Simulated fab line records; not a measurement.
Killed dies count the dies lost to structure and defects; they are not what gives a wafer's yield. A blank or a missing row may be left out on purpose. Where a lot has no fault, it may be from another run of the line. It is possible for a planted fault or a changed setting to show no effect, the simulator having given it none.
Matching of chambers	flow n5_finfet	4 sister chambers for N5_HKMG_FIN_NWFM_ALD_20 on ald_metal-03
The step deposits TiAlC, target thk 2 nm, pulse time 3 s, purge time 2 s. 8 wafers are shown with their chamber, then 12 later ones without.

## WAFERS PAIRED WITH THEIR CHAMBERS
wafer	chamber	heater_power_w (W)	precursor_pulse_height_rel
L079.5	1	460	1.007
L081.4	0	563	0.968
L085.4	3	547	1.003
L085.5	2	509	1.051
L085.6	1	464	1.019
L091.1	0	576	0.979
L091.3	2	500	0.992
L091.5	3	552	0.977

## WAFERS WITHOUT THEIR CHAMBER
wafer	heater_power_w (W)	precursor_pulse_height_rel
L092.1	459	1.037
L092.2	554	0.991
L092.6	450	0.982
L094.1	465	0.974
L094.2	552	0.973
L094.3	520	0.998
L094.4	582	0.979
L094.5	518	1.006
L094.6	460	0.980
L097.2	533	0.994
L097.3	511	0.965
L097.6	499	1.000

## EACH ONE'S CHAMBER
wafer	from the rows above	in truth
L092.1	1	1
L092.2	can't be placed: 3 or 0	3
L092.6	1	1
L094.1	1	1
L094.2	3	3
L094.3	2	2
L094.4	0	0
L094.5	2	2
L094.6	1	1
L097.2	3	3
L097.3	2	2
L097.6	2	2
Placed correctly: 11 of 12. These rows do not allow placing 1 (true chamber among the candidates in 1). 0 placed wrongly.
How it was worked out, from the rows above alone: a wafer's distance from a chamber is the root of the sum, over the readings, of the square of ((its reading less the chamber's mean) divided by the reading's scatter). The wafer belongs to the nearest chamber; if the next one is less than 2 further off, it can't be placed. The mean given for a chamber averages the wafers shown for that chamber. The scatter: the root of (the sum of the squares of (reading less its chamber's mean) over the shown wafers, divided by (wafers less chambers)).
